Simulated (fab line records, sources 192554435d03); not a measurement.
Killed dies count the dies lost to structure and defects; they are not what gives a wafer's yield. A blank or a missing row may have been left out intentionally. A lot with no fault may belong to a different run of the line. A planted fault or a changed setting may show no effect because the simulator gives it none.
Problem report in the 8D (eight disciplines) form, filled by code + flow n5-finfet + the parts of the form that need people (team, actions taken, sign-off) are left out

== 1. PROBLEM STATEMENT ==
Wafers without a fault read 231, standard deviation 63; raw-defect-count at N5_FIN_CUT_INSPECT_17 reads a mean of 1124 on 6 wafers belonging to 2 lots. That is +14 standard deviations from the usual mean.
The step: inspects for defects (brightfield).
Seen first at day 4 07:04 on defect-inspect-02, wafer L242.2. The record holds 26 wafers of 10 lots with a number at this step. The rule behind "out" and "out of limits": a value lying over 4 standard deviations away from the usual mean. All remaining wafers that have a number are taken as sound.

== 2. WHAT IT IS AND WHAT IT IS NOT ==
| question                    | is                                   | is not                                                                                            |
|-----------------------------|--------------------------------------|---------------------------------------------------------------------------------------------------|
| which readings at this step | raw-defect-count                     | -                                                                                                 |
| which lots                  | L242, L243                           | L234, L241, L248, L250, L254, L255, L256, L257                                                    |
| which wafers of those lots  | all that have a number               | -                                                                                                 |
| read on which gauges        | defect-inspect-01, defect-inspect-02 | -                                                                                                 |
| when                        | from day 4 07:04                     | up to then (4 sound wafers); but 16 sound wafers of L248, L250, L254, L255, L256, L257 came after |

== 3. SUSPECTS, AND WHAT RULES EACH OUT ==
Counting: a tool at a process step up to the reading stays a suspect if it ran every lot that is out and no sound lot after the first of them.
- the gauge at N5_FIN_CUT_INSPECT_17: ruled out. The wafers that are out were read on 2 gauges (defect-inspect-01, defect-inspect-02).
- rie-diel-03 at N5_FIN_CUT_CUT_ETCH_26 (etches SiNx in CH3F/O2, target depth 39 nm, time 55.7 s): ruled out as a lasting fault. Following L242 (day 4 06:36), the first lot on it that is out, the sound lots L255, L256 were run on it.
Left after counting: nothing in the record.

== 4. THE CAUSE (what the simulator had put in) ==
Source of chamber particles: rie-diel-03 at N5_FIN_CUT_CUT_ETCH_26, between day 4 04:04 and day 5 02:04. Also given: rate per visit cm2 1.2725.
Counting ruled it out, wrongly: the rule takes a fault to strike every lot that its tool runs from its start on, and this one did not.

== 5. THE CHAIN OF EFFECTS, in route order ==
One row per reading whose mean, taken over the struck wafers that have a number, lies over 3 standard deviations from the usual. Readings are gone through only where the record gives a usual standard deviation; hours: the median, over the lots, of the time from a lot's start at the first step in this table giving one to that lot's start at this step; sigmas: the change measured in usual standard deviations.
| hours | step                    | reading              | usual  | on struck wafers | change | sigmas |
|-------|-------------------------|----------------------|--------|------------------|--------|--------|
| 0     | N5_FIN_CUT_INSPECT_17   | raw-defect-count     | 231    | 1124             | +893   | +14    |
| 254   | N5_PASSIVATION_PROBE_49 | defect-limited-yield | 91.4 % | 83.1             | -8.3   | -5.9   |
| 254   | N5_PASSIVATION_PROBE_49 | killed-at-front-end  | 38     | 143              | +105   | +11    |
| 254   | N5_PASSIVATION_PROBE_49 | killed-dies          | 102    | 199              | +97    | +5.7   |
| 254   | N5_PASSIVATION_PROBE_49 | sort_bin_5_function  | 5.1 %  | 10.1             | +5.0   | +5.4   |
| 254   | N5_PASSIVATION_PROBE_49 | sort-n-pass          | 1078   | 981              | -97    | -5.7   |
| 254   | N5_PASSIVATION_PROBE_49 | sort-yield-pct       | 91.3 % | 83.1             | -8.2   | -5.4   |
Here are the process steps it includes:
- N5_PASSIVATION_PROBE_49
Later steps that measure or inspect, where all struck wafers having a row at the step show a number for every such reading and not one has moved that far: N5_BEOL_M4_RC_MEAS_101.

== 6. WHAT WOULD HAVE CAUGHT IT SOONER ==
3 hours passed between the start of the fault at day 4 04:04 and the first reading out of limits at a measuring or inspecting step in this record, taken at day 4 07:04.
Of the tool readings at N5_FIN_CUT_CUT_ETCH_26 for which the record gives a usual standard deviation, none was out on any struck wafer, so an alarm limit of 4 standard deviations on them would not have fired.
